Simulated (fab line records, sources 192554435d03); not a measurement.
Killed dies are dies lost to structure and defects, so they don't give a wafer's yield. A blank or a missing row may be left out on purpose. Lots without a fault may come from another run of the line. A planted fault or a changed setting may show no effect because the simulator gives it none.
Chamber matching | flow n5_finfet | N5_STI_FIN_REVEAL_ALD_14 on ald_sin-02: 4 sister chambers
The step deposits Si3N4, target thk 3 nm. 8 wafers are shown with their chamber, then 10 later ones without.

WAFERS WITH THEIR CHAMBER
wafer  | chamber | heater_power_w (W)
L078.3 | 0       | 950
L083.5 | 1       | 857
L084.5 | 2       | 826
L085.2 | 3       | 950
L085.4 | 1       | 866
L085.5 | 0       | 934
L090.1 | 2       | 848
L090.2 | 3       | 950

WAFERS WITHOUT THEIR CHAMBER
wafer  | heater_power_w (W)
L090.3 | 888
L092.1 | 946
L092.4 | 857
L092.5 | 846
L096.1 | 841
L096.2 | 965
L096.6 | 855
L097.1 | 836
L097.2 | 861
L097.4 | 855

WHICH CHAMBER EACH WENT THROUGH
wafer  | from the rows above     | in truth
L090.3 | 1                       | 1
L092.1 | can't be placed: 0 or 3 | 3
L092.4 | can't be placed: 1 or 2 | 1
L092.5 | can't be placed: 2 or 1 | 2
L096.1 | can't be placed: 2 or 1 | 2
L096.2 | can't be placed: 3 or 0 | 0
L096.6 | can't be placed: 1 or 2 | 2
L097.1 | 2                       | 2
L097.2 | 1                       | 1
L097.4 | can't be placed: 1 or 2 | 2
Placed correctly: 3 of 10. Can't be placed from these rows: 7 (the true chamber is among the candidates in 7). Placed wrongly: 0.
How it was worked out, from the rows above alone: a wafer's distance from a chamber is the root of the sum, over the readings, of the square of ((its reading less the chamber's mean) divided by the reading's scatter). The wafer belongs to the nearest chamber; if the next one is less than 2 further off, it can't be placed. A chamber's mean is the mean of its shown wafers. The scatter: the root of (the sum of the squares of (reading less its chamber's mean) over the shown wafers, divided by (wafers less chambers)).
